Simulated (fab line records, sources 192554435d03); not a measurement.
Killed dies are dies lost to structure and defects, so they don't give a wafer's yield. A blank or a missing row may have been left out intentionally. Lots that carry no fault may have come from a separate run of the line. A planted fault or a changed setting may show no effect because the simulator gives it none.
fab line records	flow n5Finfet
record: lots: 6	wafers: 18	lastDay: 18
route steps=1938 shown FIN_SAQP@93 BEOL_M4@1111 PASSIVATION@1936
lots that met no fault: taken from a fault-free run of the same line
startH: hours from the record's first day to the start of the lot's first wafer shown	waitH: hours from the lot's prior step to this one	" the same as in the row above	L1.1+2: one row covering several wafers at once	- either no value or no given start	* or withheld: withheld	< > ~ a bound
route shown NAME@n: a module of which the file shows steps, and the number in the route of the first	usual: mean and standard deviation over wafers with no fault	same: alike in all rows	chamber/n: place in a boat	sites: each site's reading	_std_site: standard deviation of those values	_edge_site: the outer-site mean with the inner-site mean subtracted	radiusMm: how far each site lies from the wafer's centre	mask NAME#n: copy n	behind: the most recent tool/chamber to have shaped the wafer	hold: why the lot went on hold/how many hours it stayed there/how the hold came to an end	device: whichever transistor did not switch (one of n, p or np)	end of line: the same wafers' tests at the end of the route	where a step has no rows: the recipe by itself	killed: the dies lost at the first sort to structure and to defects; this is not the yield of the wafer	map: per-die view of a wafer (x killed, . not killed, _ where there is no die)
set.NAME: the setting the step ran with; set.NAME@STEP: the setting that earlier step ran with	model.NAME: the simulator's own value behind a step, which no gauge read
certain route steps with their lots: each step a table, each wafer a row
services: the hour from which a tool's chamber was out of use, counted from the record's first day as startH (under 0 if before that day), plus the number of hours and why
== steps ==
step: N5_FIN_SAQP_SRD_01
recipe: dry: ipaMarangoni	timeS: 30	tempC: 23	rinseLiquid: diw
step: N5_FIN_SAQP_ALD_61
recipe: material: SiO2	targetThkA: 40	tempC: 300	aldPrecursorFamily: BDEAS	aldCoReactant: O2-plasma	pulseTimeS: 1	purgeTimeS: 2	coReactantPurgeTimeS: 2	aldCycles: 43	pressureTorr: 2
usual: heaterPowerW: 478/40	precursorPulseHeightRel: 0.999/0.022
same: coReactantPurgeTimeS: 2	pulseTimeS: 1
lot.wafer	tool	chamber	startH	waitH	heaterPowerW	precursorPulseHeightRel
L817.1	aldSin-04	0	38.64	0.0	450	0.975
L817.2	"	1	"	"	475	1.016
L817.4	"	0	"	"	461	1.007
L827.1	aldSin-04	0	98.95	0.0	441	1.015
L827.3	"	3	"	"	431	1.025
L827.5	"	3	"	"	426	1.006
L832.1	aldSin-01	0	128.65	0.0	455	1.028
L832.4	"	1	"	"	461	0.979
L832.6	"	0	"	"	457	0.973
L833.1	aldSin-01	1	136.39	0.0	469	1.040
L833.3	"	3	"	"	454	0.961
L833.4	"	0	"	"	463	0.943
L834.1	aldSin-02	0	141.22	0.0	550	0.982
L834.3	"	3	"	"	562	0.992
L834.6	"	0	"	"	547	1.024
L836.1	aldSin-04	3	153.80	0.0	439	0.997
L836.2	"	2	"	"	526	1.035
L836.4	"	1	"	"	463	1.021
step: N5_FIN_SAQP_DENSIFY_62
recipe: tempC: 700	timeS: 60	ambient: N2	idleTempC: 600	rampUpCPerS: 150	rampDownCPerS: 60	coolToC: 600
step: N5_FIN_SAQP_HM_DEP_03
recipe: material: SiNx	targetThkA: 380	tempC: 400	precursor: SiH4/NH3/N2	pressureTorr: 1.5	rfW: 300	timeS: 33.6
usual: heaterPowerW: 743/93	showerheadPlenumPTorr: 5.12/0.048	throttleValvePct: 39.9/2.3
lot.wafer	tool	chamber	startH	waitH	heaterPowerW	showerheadPlenumPTorr	throttleValvePct
L817.1	pecvd-01	2	39.05	0.2	764	5.22	37.9
L817.2	"	0	"	"	798	5.11	38.7
L817.4	"	1	"	"	965	5.08	40.3
L827.1	pecvd-01	0	99.36	0.2	729	5.13	38.6
L827.3	"	2	"	"	777	5.22	38.2
L827.5	"	2	"	"	743	5.24	38.0
L832.1	pecvd-02	2	129.08	0.2	744	5.14	36.6
L832.4	"	0	"	"	684	5.11	40.5
L832.6	"	1	"	"	643	5.10	44.0
L833.1	pecvd-03	2	136.91	0.2	696	5.11	38.6
L833.3	"	0	"	"	641	5.21	37.9
L833.4	"	2	"	"	721	5.11	38.5
L834.1	pecvd-01	0	141.70	0.2	787	5.12	38.9
L834.3	"	1	"	"	971	5.08	39.9
L834.6	"	2	"	"	833	5.23	38.2
L836.1	pecvd-03	2	154.23	0.2	662	5.10	38.5
L836.2	"	1	"	"	753	5.05	41.0
L836.4	"	1	"	"	782	5.07	41.0
step: N5_FIN_SAQP_THK_MEAS_05
usual: thkNm: 38.0/0.66
lot.wafer	tool	chamber	startH	waitH	thkNm
L817.1	filmMetro-01	-	39.14	0.1	37.7
L817.2	"	-	"	"	38.2
L817.4	"	-	"	"	39.8
L827.1	filmMetro-01	-	99.45	0.1	38.3
L827.3	"	-	"	"	37.8
L827.5	"	-	"	"	38.6
L832.1	filmMetro-02	-	129.16	0.1	37.7
L832.4	"	-	"	"	38.7
L832.6	"	-	"	"	38.1
L833.1	filmMetro-01	-	137.00	0.1	36.9
L833.3	"	-	"	"	38.0
L833.4	"	-	"	"	37.8
L834.1	filmMetro-01	-	141.78	0.1	37.4
L834.3	"	-	"	"	37.3
L834.6	"	-	"	"	38.5
L836.1	filmMetro-01	-	154.31	0.1	36.2
L836.2	"	-	"	"	37.7
L836.4	"	-	"	"	38.3
step: N5_FIN_SAQP_PECVD_47
recipe: material: a-Si	targetThkA: 450	tempC: 400	precursor: SiH4/He	pressureTorr: 3	rfW: 100	timeS: 36.3
usual: heaterPowerW: 841/110	showerheadPlenumPTorr: 5.66/0.041	throttleValvePct: 18.0/0.81
lot.wafer	tool	chamber	startH	waitH	heaterPowerW	showerheadPlenumPTorr	throttleValvePct
L817.1	pecvd-02	0	39.18	0.0	700	5.66	18.3
L817.2	"	1	"	"	798	5.64	19.9
L817.4	"	1	"	"	792	5.63	20.3
L827.1	pecvd-01	0	99.49	0.0	903	5.65	17.6
L827.3	"	1	"	"	995	5.62	18.0
L827.5	"	2	"	"	903	5.74	17.6
L832.1	pecvd-01	1	129.20	0.0	1024	5.63	18.4
L832.4	"	0	"	"	795	5.65	17.8
L832.6	"	1	"	"	1022	5.62	18.2
L833.1	pecvd-03	2	137.04	0.0	852	5.64	17.6
L833.3	"	1	"	"	811	5.62	19.0
L833.4	"	1	"	"	831	5.61	18.8
L834.1	pecvd-03	0	141.82	0.0	667	5.70	17.4
L834.3	"	1	"	"	874	5.62	18.7
L834.6	"	2	"	"	811	5.64	17.4
L836.1	pecvd-01	1	154.35	0.0	1063	5.62	18.2
L836.2	"	0	"	"	905	5.65	17.8
L836.4	"	2	"	"	849	5.73	17.3
step: N5_FIN_SAQP_PECVD_48
recipe: material: SiNx	targetThkA: 250	tempC: 400	precursor: SiH4/NH3/N2	pressureTorr: 1.5	rfW: 300	timeS: 22.1
usual: heaterPowerW: 762/94	showerheadPlenumPTorr: 5.13/0.059	throttleValvePct: 39.5/1.8
lot.wafer	tool	chamber	startH	waitH	heaterPowerW	showerheadPlenumPTorr	throttleValvePct
L817.1	pecvd-02	0	39.24	0.0	690	5.12	40.1
L817.2	"	1	"	"	774	5.09	44.2
L817.4	"	1	"	"	732	5.08	44.1
L827.1	pecvd-01	0	99.53	0.0	805	5.13	38.8
L827.3	"	1	"	"	980	5.08	39.6
L827.5	"	2	"	"	762	5.25	38.0
L832.1	pecvd-01	1	129.24	0.0	907	5.07	40.2
L832.4	"	0	"	"	719	5.13	38.6
L832.6	"	1	"	"	917	5.08	40.2
L833.1	pecvd-03	2	137.08	0.0	715	5.10	38.4
L833.3	"	1	"	"	807	5.06	41.3
L833.4	"	1	"	"	823	5.05	40.9
L834.1	pecvd-03	0	141.86	0.0	527	5.20	37.9
L834.3	"	1	"	"	694	5.06	40.8
L834.6	"	2	"	"	749	5.10	38.6
L836.1	pecvd-01	1	154.39	0.0	853	5.08	39.9
L836.2	"	0	"	"	818	5.13	38.8
L836.4	"	2	"	"	834	5.23	38.3
step: N5_FIN_SAQP_PECVD_06
recipe: material: a-Si	targetThkA: 600	tempC: 400	precursor: SiH4/He	pressureTorr: 3	rfW: 100	timeS: 48.1
step: N5_FIN_SAQP_THK_MEAS_07
usual: thkNm: 60.1/0.88
lot.wafer	tool	chamber	startH	waitH	thkNm
L817.1	filmMetro-01	-	39.42	0.1	59.6
L817.2	"	-	"	"	60.5
L817.4	"	-	"	"	61.7
L827.1	filmMetro-01	-	99.66	0.1	59.9
L827.3	"	-	"	"	60.2
L827.5	"	-	"	"	60.7
L832.1	filmMetro-01	-	129.37	0.1	60.0
L832.4	"	-	"	"	60.3
L832.6	"	-	"	"	60.9
L833.1	filmMetro-02	-	137.21	0.1	59.1
L833.3	"	-	"	"	58.8
L833.4	"	-	"	"	59.7
L834.1	filmMetro-02	-	141.99	0.1	59.9
L834.3	"	-	"	"	58.8
L834.6	"	-	"	"	59.8
L836.1	filmMetro-02	-	154.52	0.1	60.5
L836.2	"	-	"	"	60.0
L836.4	"	-	"	"	60.7
step: N5_FIN_SAQP_HM_DEP_72
recipe: material: SiO2	targetThkA: 120	tempC: 400	precursor: SiH4/N2O	pressureTorr: 0.75	rfW: 275	timeS: 7.2
usual: heaterPowerW: 754/110	showerheadPlenumPTorr: 8.11/0.11
lot.wafer	tool	chamber	startH	waitH	heaterPowerW	showerheadPlenumPTorr
L817.1	pecvd-02	1	39.46	0.0	670	8.05
L817.2	"	0	"	"	588	8.09
L817.4	"	0	"	"	587	8.12
L827.1	pecvd-03	2	99.69	0.0	692	8.06
L827.3	"	0	"	"	544	8.29
L827.5	"	1	"	"	787	7.99
L832.1	pecvd-03	0	129.41	0.0	600	8.28
L832.4	"	2	"	"	685	8.06
L832.6	"	1	"	"	786	7.99
L833.1	pecvd-01	0	137.25	0.0	734	8.12
L833.3	"	1	"	"	931	8.01
L833.4	"	2	"	"	723	8.36
L834.1	pecvd-01	2	142.03	0.0	737	8.33
L834.3	"	1	"	"	984	8.01
L834.6	"	2	"	"	740	8.36
L836.1	pecvd-01	1	154.56	0.0	946	8.04
L836.2	"	2	"	"	810	8.33
L836.4	"	2	"	"	828	8.35
step: N5_FIN_SAQP_COAT_49
recipe: resist: SOC	tempC: 250	timeS: 60	spinRpm: 1500	resistThkNm: 100
step: N5_FIN_SAQP_COAT_50
recipe: resist: SiARC	tempC: 220	timeS: 60	spinRpm: 1500	resistThkNm: 35
step: N5_FIN_SAQP_COAT_10
recipe: resist: CAR-ArF	spinRpm: 1500	resistThkNm: 90
usual: dispensePressureKPa: 53/3.8	spinSpeedRpm: 1499.9/0.95
lot.wafer	tool	chamber	startH	waitH	dispensePressureKPa	spinSpeedRpm	model.CAR-ArF_of_FIN_SAQP_COAT_10.thkNm
L817.1	lithoTrack-05	0	39.57	-	56	1499.9	89.67
L817.2	"	0	"	"	56	1499.1	89.95
L817.4	"	0	"	"	56	1499.8	89.42
L827.1	lithoTrack-04	0	99.78	-	54	1500.0	90.08
L827.3	"	0	"	"	54	1498.5	90
L827.5	"	0	"	"	54	1500.0	90.04
L832.1	lithoTrack-03	0	129.49	-	46	1500.3	90.35
L832.4	"	0	"	"	46	1500.6	90.36
L832.6	"	0	"	"	46	1500.7	90.15
L833.1	lithoTrack-03	0	137.33	-	46	1499.7	89.7
L833.3	"	0	"	"	46	1500.0	89.91
L833.4	"	0	"	"	46	1500.8	90.16
L834.1	lithoTrack-05	0	142.11	-	56	1604.8	87.33
L834.3	"	0	"	"	56	1604.8	87.33
L834.6	"	0	"	"	56	1604.7	87.13
L836.1	lithoTrack-05	0	154.64	-	56	1605.7	87.48
L836.2	"	0	"	"	56	1605.4	87.58
L836.4	"	0	"	"	56	1604.0	87.79
step: N5_FIN_SAQP_EBR_12
recipe: solvent: PGMEA	ebrWidthMm: 1.5
step: N5_FIN_SAQP_SOFTBAKE_11
recipe: tempC: 110	timeS: 60	resist: CAR-ArF
step: N5_FIN_SAQP_EXPOSE_13
recipe: maskId: FIN_CORE	na: 1.35	sourceShape: dipole	sigmaInner: 0.538	sigmaOuter: 0.738	polarization: te	targetCdNm: 35.6	doseMj: 63.25
step: N5_FIN_SAQP_PEB_14
recipe: pebTempC: withheld	pebTimeS: 60	resist: CAR-ArF
step: N5_FIN_SAQP_DEVELOP_15
recipe: developTimeS: 30	developer: TMAH	resist: CAR-ArF	devTempC: 23	rinseLiquid: diw	dry: airSpin
step: N5_FIN_SAQP_CD_MEAS_16
recipe: targetCdNm: 35.6	landingEnergyEv: 500	detector: seInlens
usual: cdNm: 35.8/0.4
lot.wafer	tool	chamber	startH	waitH	cdNm
L817.1	cdSem-01	0	39.81	-	35.6
L817.2	"	0	"	"	34.9
L817.4	"	0	"	"	35.1
L827.1	cdSem-01	0	100.02	-	35.5
L827.3	"	0	"	"	36.7
L827.5	"	0	"	"	35.9
L832.1	cdSem-03	0	129.85	-	35.3
L832.4	"	0	"	"	35.1
L832.6	"	0	"	"	35.5
L833.1	cdSem-01	0	137.69	-	36.0
L833.3	"	0	"	"	35.9
L833.4	"	0	"	"	35.6
L834.1	cdSem-01	0	142.48	-	36.0
L834.3	"	0	"	"	35.7
L834.6	"	0	"	"	35.5
L836.1	cdSem-01	0	154.88	-	34.5
L836.2	"	0	"	"	35.4
L836.4	"	0	"	"	35.3
step: N5_FIN_SAQP_OVL_MEAS_17
recipe: pointsPerWafer: 44
usual: FIN_CORE_OVL: 0.2/1.1
lot.wafer	tool	chamber	startH	waitH	FIN_CORE_OVL[nm]
L817.1	overlay-01	0	39.85	0.0	0.5
L817.2	"	0	"	"	0.1
L817.4	"	0	"	"	-0.3
L827.1	overlay-02	0	100.06	0.0	-0.3
L827.3	"	0	"	"	-1.0
L827.5	"	0	"	"	-1.4
L832.1	overlay-01	0	129.90	0.0	-0.9
L832.4	"	0	"	"	0.0
L832.6	"	0	"	"	-0.5
L833.1	overlay-01	0	137.73	0.0	1.4
L833.3	"	0	"	"	1.8
L833.4	"	0	"	"	0.4
L834.1	overlay-01	0	142.52	0.0	-0.4
L834.3	"	0	"	"	-0.1
L834.6	"	0	"	"	-0.1
L836.1	overlay-02	0	154.92	0.0	0.5
L836.2	"	0	"	"	0.2
L836.4	"	0	"	"	-1.3
step: N5_FIN_SAQP_INSPECT_18
recipe: mode: adi	inspectInstrument: brightfield
usual: rawDefectCount: 435/140
lot.wafer	tool	chamber	startH	waitH	rawDefectCount
L817.1	defectInspect-01	-	39.87	0.0	408
L817.2	"	-	"	"	471
L817.4	"	-	"	"	366
L827.1	defectInspect-01	-	100.08	0.0	305
L827.3	"	-	"	"	590
L827.5	"	-	"	"	343
L832.1	defectInspect-02	-	129.93	0.0	296
L832.4	"	-	"	"	239
L832.6	"	-	"	"	371
L833.1	defectInspect-02	-	137.76	0.0	331
L833.3	"	-	"	"	299
L833.4	"	-	"	"	334
L834.1	defectInspect-02	-	142.54	0.0	299
L834.3	"	-	"	"	570
L834.6	"	-	"	"	590
L836.1	defectInspect-01	-	154.94	0.0	403
L836.2	"	-	"	"	362
L836.4	"	-	"	"	303
step: N5_FIN_SAQP_DESCUM_21
recipe: chemistry: O2	timeS: 7.9	sourcePowerW: 50	biasPowerW: 20	pressureMtorr: 20	rfFrequencyHz: 2.712e+07	tempC: 40	resist: CAR-ArF	o2FlowSccm: 225
step: N5_FIN_SAQP_ETCH_51
recipe: chemistry: CF4	target: SiARC	targetDepthA: 455	maskMaterial: CAR-ArF	timeS: 75.8	ionEnergyEv: 80	pressureMtorr: 40	sourceW: 545	biasW: 36	Ar_flow_sccm: 100	cf4FlowSccm: 100	ends: cleared
usual: drypumpMotorCurrentA: 5.6/0.39	etchRfOnTimeS: 75.6/2.3	mfcArSccm: 100.0/0.31	oesProductAu: 0.68/0.078	rfVppV: 184.0/1	showerheadPlenumPTorr: 2.14/0.06	throttleValvePct: 15.54/0.2
lot.wafer	tool	chamber	startH	waitH	drypumpMotorCurrentA	etchRfOnTimeS	mfcArSccm	oesProductAu	rfHoursCounterH	rfVppV	showerheadPlenumPTorr	throttleValvePct	model.CAR-ArF_of_FIN_SAQP_COAT_10.thkNm
L817.1	rieDiel-04	0	39.94	0.0	5.9	75.3	99.8	0.72	72	182.7	2.10	15.34	50.43
L817.2	"	2	"	"	6.0	77.9	100.0	0.63	140	185.0	2.15	15.37	50.69
L817.4	"	1	"	"	5.8	76.7	99.9	0.60	195	185.5	2.21	15.80	50.4
L827.1	rieDiel-04	1	100.15	0.0	5.9	77.0	99.9	0.58	214	184.9	2.20	15.83	50.97
L827.3	"	0	"	"	5.9	75.8	99.5	0.70	93	183.5	2.09	15.36	50.84
L827.5	"	1	"	"	5.9	76.1	100.1	0.59	-	183.8	2.20	15.82	50.99
L832.1	rieDiel-06	2	130.49	0.0	5.8	69.8	99.8	0.77	46	184.8	2.18	15.45	51.05
L832.4	"	3	"	"	5.1	77.8	100.3	0.75	30	183.7	2.10	15.54	51.26
L832.6	"	0	"	"	5.2	75.7	100.3	0.62	-	185.7	2.22	15.45	50.93
L833.1	rieDiel-04	2	137.83	0.0	6.0	77.1	100.6	0.63	171	183.9	2.14	15.45	50.52
L833.3	"	0	"	"	6.0	75.6	99.6	0.69	106	182.0	2.09	15.40	50.75
L833.4	"	3	"	"	5.2	75.8	99.8	0.71	76	183.8	2.07	15.58	50.96
L834.1	rieDiel-04	2	142.81	0.0	6.0	78.8	99.6	0.62	173	183.4	2.14	15.44	48.04
L834.3	"	3	"	"	5.1	77.0	99.8	0.72	78	183.2	2.07	15.56	48.05
L834.6	"	1	"	"	5.9	77.5	99.9	0.57	-	183.0	2.20	15.85	47.92
L836.1	rieDiel-04	2	155.20	0.0	6.0	78.6	99.8	0.61	178	184.2	2.14	15.44	48.37
L836.2	"	3	"	"	5.1	76.6	100.1	0.71	83	183.8	2.07	15.57	48.47
L836.4	"	1	"	"	5.9	76.9	100.0	0.58	235	185.3	2.20	15.87	48.69
step: N5_FIN_SAQP_ETCH_52
recipe: chemistry: N2/H2	target: SOC	targetDepthA: 1000	overetchA: 200	maskMaterial: SiARC	tempC: 40	timeS: 150	ionEnergyEv: 200	pressureMtorr: 30	sourceW: 840	biasW: 150	n2FlowSccm: 200	h2FlowSccm: 200	ends: endPoint
step: N5_BEOL_M4_RC_MEAS_101
usual: DIBL_N: 36.4/2.7	DIBL_P: 36/3.2	IOFF_N: 0.16/0.046	IOFF_P: 0.21/0.055	ION_N: 677/15	ION_P: 464/11	SS_N: 71.5/0.79	SS_P: 73.3/0.93	VT_N: 250/4.1	VT_P: -251/4.4
lot.wafer	tool	chamber	startH	waitH	DIBL_N[mV/V]	DIBL_P[mV/V]	IOFF_N[nA/um]	IOFF_P[nA/um]	ION_N[uA/um]	ION_P[uA/um]	SS_N[mV/dec]	SS_P[mV/dec]	VT_N[mV]	VT_P[mV]
L817.1	prober-01	0	188.78	0.0	38.1	39	0.20	0.30	686	480	72.7	74.1	244	-243
L817.2	"	0	"	"	37.1	39	0.20	0.32	686	482	71.5	73.9	241	-240
L817.4	"	0	"	"	34.7	34	0.14	0.20	689	469	71.1	72.3	248	-248
L827.1	prober-01	0	263.35	0.0	38.0	41	0.18	0.25	672	468	72.4	74.0	250	-250
L827.3	"	0	"	"	39.4	42	0.23	0.27	703	481	73.0	74.3	247	-248
L827.5	"	0	"	"	36.7	39	0.17	0.23	686	469	71.8	74.1	250	-251
L832.1	prober-02	0	286.58	0.0	35.4	37	0.14	0.16	681	463	71.3	72.8	253	-256
L832.4	"	0	"	"	38.2	39	0.18	0.19	675	451	72.4	73.8	248	-256
L832.6	"	0	"	"	36.8	38	0.14	0.16	671	449	72.4	72.8	254	-257
L833.1	prober-02	0	293.05	0.0	38.5	38	0.19	0.24	681	463	71.5	73.9	248	-248
L833.3	"	0	"	"	38.0	38	0.19	0.26	679	471	72.1	74.8	245	-246
L833.4	"	0	"	"	36.0	35	0.15	0.20	673	455	70.3	73.7	251	-250
L834.1	prober-01	0	298.70	0.0	39.3	39	0.20	0.25	679	464	72.0	73.7	243	-248
L834.3	"	0	"	"	38.4	37	0.19	0.23	691	467	71.1	73.3	247	-249
L834.6	"	0	"	"	41.9	41	0.26	0.29	695	470	73.3	74.8	243	-247
L836.1	prober-02	0	319.05	0.0	37.4	36	0.16	0.21	681	465	70.7	73.3	248	-250
L836.2	"	0	"	"	36.8	36	0.15	0.19	670	456	70.8	73.2	250	-254
L836.4	"	0	"	"	37.1	36	0.17	0.20	697	477	70.7	72.9	248	-253
step: N5_PASSIVATION_PROBE_49
usual: defectLimitedYield: 91.1/1.4	killed_at_M0_to_M3: 34/9.7	killed_at_M4_up: 13/5.1	killedAtContacts: 14/6.3	killedAtFrontEnd: 40/11	killedAtOther: 3.5/2.7	killedDies: 105/16	killedOpen: 70/12	killedShort: 34/7.8	sort_bin_5_function: 5.2/0.88	sort_bin_6_memory: 3.3/0.7	sort_bin_8_speed: 0.1/0.62	sortNPass: 1074/17	sortYieldPct: 91.0/1.5
same: grossDies: 1180	killedAtBackSide: 0	sort_bin_4_leakage[%]: 0
lot.wafer	tool	chamber	startH	waitH	defectLimitedYield[%]	killed_at_M0_to_M3	killed_at_M4_up	killedAtContacts	killedAtFrontEnd	killedAtOther	killedDies	killedOpen	killedShort	sort_bin_5_function[%]	sort_bin_6_memory[%]	sort_bin_8_speed[%]	sortNPass	sortYieldPct[%]
L832.1	prober-01	-	387.99	0.0	92.8	29	8	12	33	3	85	54	30	4.6	2.5	0	1095	92.8
L832.4	prober-01	-	388.14	0.2	92.4	30	6	12	37	5	90	56	32	3.6	3.9	0	1090	92.4
L832.6	prober-01	-	388.24	0.3	90.7	43	9	16	40	2	110	64	45	5.3	3.3	0	1070	90.7
L833.1	prober-01	-	398.79	0.0	89.6	47	10	20	42	4	123	79	42	5.6	4.4	0	1057	89.6
L833.3	prober-01	-	398.89	0.1	91.3	45	13	7	31	7	103	65	37	6.0	2.4	0	1077	91.3
L833.4	prober-01	-	398.94	0.2	90.9	45	7	14	36	5	107	57	48	5.7	2.7	0	1073	90.9
L834.1	prober-01	-	403.08	0.0	89.9	48	13	5	47	6	119	78	40	5.4	4.3	0	1061	89.9
L834.3	prober-01	-	403.18	0.1	90.1	43	24	17	31	2	117	87	30	6.3	3.6	0	1063	90.1
L834.6	prober-01	-	403.33	0.3	92.5	31	14	14	27	2	88	62	24	4.5	2.9	0	1092	92.5
killed by level:class
L832.1 STI_FIN_REVEAL:geometricParticle:open=10 MOL_CONTACT_COAG:geometricParticle:open=9 GATE_CUT:geometricParticle:short=6 BEOL_M1:geometricParticle:open=6 GATE_CUT:geometricParticle:open=4 BEOL_M0_SAQP:geometricParticle:open=4 BEOL_M0_SAQP:geometricParticle:short=4 BEOL_M2:geometricParticle:open=4
L832.4 MOL_CONTACT_COAG:geometricParticle:open=12 FIN_SAQP:geometricParticle:short=8 GATE_CUT:geometricParticle:short=6 BEOL_M0_SAQP:geometricParticle:open=6 BEOL_M1:geometricParticle:open=6 STI_FIN_REVEAL:geometricParticle:open=5 BEOL_M0_SAQP:geometricParticle:short=5 FIN_SAQP:geometricParticle:open=4
L832.6 MOL_CONTACT_COAG:geometricParticle:open=13 FIN_SAQP:geometricParticle:short=12 BEOL_M0_SAQP:geometricParticle:open=11 BEOL_M0_SAQP:geometricParticle:short=11 BEOL_M2:geometricParticle:open=7 DUMMY_GATE:geometricParticle:open=6 BEOL_M1:geometricParticle:open=6 GATE_CUT:geometricParticle:short=5
L833.1 MOL_CONTACT_COAG:geometricParticle:open=16 BEOL_M0_SAQP:geometricParticle:short=12 BEOL_M0_SAQP:geometricParticle:open=12 BEOL_M3:geometricParticle:open=11 FIN_SAQP:geometricParticle:open=8 FIN_SAQP:geometricParticle:short=7 STI_FIN_REVEAL:geometricParticle:open=7 BEOL_M1:geometricParticle:open=5
L833.3 BEOL_M3:geometricParticle:open=17 BEOL_M0_SAQP:geometricParticle:short=12 BEOL_M0_SAQP:geometricParticle:open=8 FIN_SAQP:geometricParticle:short=7 FIN_SAQP:geometricParticle:open=4 STI_FIN_REVEAL:geometricParticle:open=4 MOL_CONTACT_COAG:geometricParticle:open=4 BEOL_M5:geometricParticle:open=4
L833.4 MOL_CONTACT_COAG:geometricParticle:open=13 BEOL_M0_SAQP:geometricParticle:open=11 FIN_SAQP:geometricParticle:short=9 GATE_CUT:geometricParticle:short=9 BEOL_M0_SAQP:geometricParticle:short=8 BEOL_M2:geometricParticle:open=8 BEOL_M1:geometricParticle:open=5 FIN_SAQP:geometricParticle:open=4
L834.1 BEOL_M3:geometricParticle:open=17 FIN_SAQP:geometricParticle:open=15 FIN_SAQP:geometricParticle:short=11 BEOL_M1:geometricParticle:short=8 BEOL_M1:geometricParticle:open=7 DUMMY_GATE:geometricParticle:open=6 BEOL_M2:geometricParticle:open=5 BEOL_M3:geometricParticle:short=4
L834.3 BEOL_M1:geometricParticle:open=19 MOL_CONTACT_COAG:geometricParticle:open=14 BEOL_M2:geometricParticle:open=12 BEOL_M4:geometricParticle:open=10 BEOL_M4:geometricParticle:short=8 FIN_SAQP:geometricParticle:open=7 BEOL_M3:geometricParticle:open=5 STI_FIN_REVEAL:geometricParticle:open=5
L834.6 MOL_CONTACT_COAG:geometricParticle:open=12 BEOL_M1:geometricParticle:open=8 BEOL_M4:geometricParticle:open=8 FIN_SAQP:geometricParticle:short=7 BEOL_M2:geometricParticle:open=6 BEOL_M3:geometricParticle:open=5 FIN_SAQP:geometricParticle:open=4 GATE_CUT:geometricParticle:short=4
== services ==
tool	chamber	startH	hours	kind
aldSin-02	3	14.76	15.3	repair
aldSin-04	0	17.64	11.9	repair
pecvd-03	0	18.30	5.5	scheduledDown
pecvd-02	2	21.12	-	clean
pecvd-02	2	21.12	-	consumableReplace:showerhead
pecvd-02	2	21.12	29.0	scheduledDown
pecvd-02	2	21.12	29.0	ventCycle
rieDiel-04	1	22.90	8.3	repair
aldSin-04	3	28.91	11.9	repair
rieDiel-06	3	39.13	-	clean
pecvd-01	0	50.81	5.5	scheduledDown
rieDiel-04	1	51.36	4.4	repair
aldSin-04	-	56.55	1.3	repair
aldSin-02	2	56.64	15.4	repair
pecvd-03	0	74.44	15.9	repair
pecvd-02	-	94.22	1.0	repair
pecvd-03	-	98.95	0.7	repair
aldSin-01	2	101.12	6.2	repair
rieDiel-04	3	122.87	3.9	repair
rieDiel-04	-	126.60	2.8	pm
pecvd-03	0	130.76	2.1	scheduledDown
aldSin-02	2	130.82	3.4	repair
lithoTrack-03	-	139.23	-	consumableReplace:filter
aldSin-04	0	151.87	11.8	repair
== key ==
firstSign: step: N5_FIN_SAQP_COAT_10	reading: spinSpeedRpm	direction: up	sigmas: 99+	usual: *	struck: *
effect none on later readings
modelEffect: step: N5_FIN_SAQP_COAT_10	value: CAR-ArF_of_FIN_SAQP_COAT_10.thkNm	without: 90.45	struck: 87.44
modelEffect: step: N5_FIN_SAQP_ETCH_51	value: CAR-ArF_of_FIN_SAQP_COAT_10.thkNm	without: 51.26	struck: 48.25
metAt N5_FIN_SAQP_COAT_10
struckWafers L834.1,L834.3,L834.6,L836.1,L836.2,L836.4
onsetBetween 39.57 142.11
fault: kind: processParameterDrift	tool: lithoTrack-05	chamber: -	onsetH: 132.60	steps: N5_FIN_SAQP_COAT_10	channel: spinRpm	offset: *	shape: step	endH: 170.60	actsIn: *	stated: *
